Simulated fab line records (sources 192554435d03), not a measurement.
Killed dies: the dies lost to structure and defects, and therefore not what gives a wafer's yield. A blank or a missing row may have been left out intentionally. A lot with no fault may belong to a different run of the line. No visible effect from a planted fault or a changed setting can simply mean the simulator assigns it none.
Matching of chambers | flow n5Finfet | 4 sister chambers for N5_MOL_CONTACT_COAG_ETCH_15 on rieDiel-03
The step etches SiNx in CH3F/O2, stops on Si:P, target depth 7 nm. 4 wafers are shown with their chamber, then 8 later ones without.

WAFERS, EACH WITH ITS CHAMBER
wafer  | chamber | showerheadPlenumPTorr (Torr)
L078.2 | 3       | 1.96
L083.1 | 2       | 2.03
L083.5 | 1       | 2.05
L088.1 | 0       | 1.99

WAFERS WHOSE CHAMBER IS MISSING
wafer  | showerheadPlenumPTorr (Torr)
L088.4 | 1.96
L088.5 | 1.96
L091.1 | 2.02
L091.3 | 1.95
L091.6 | 1.95
L092.2 | 1.99
L092.4 | 2.02
L092.5 | 2.02

CHAMBER TAKEN BY EACH
wafer  | from the rows above | in truth
L088.4 | 3                   | 3
L088.5 | 3                   | 3
L091.1 | 2                   | 2
L091.3 | 3                   | 3
L091.6 | 3                   | 3
L092.2 | 0                   | 0
L092.4 | 2                   | 2
L092.5 | 2                   | 2
8 of 8 placed correctly. Number that these rows cannot place: 0. Number placed wrongly: 0.
How it was worked out, from the rows above alone: a wafer's distance from a chamber is the root of the sum, over the readings, of the square of ((its reading less the chamber's mean) divided by the reading's scatter). If the next closest chamber is less than 2 further off than the closest, the wafer can't be placed; otherwise it belongs to the closest. For every chamber, the mean is computed from those of its wafers that are shown. The scatter: root of mean squared gap, hidden wafer to nearest shown wafer, with one shown wafer a chamber.
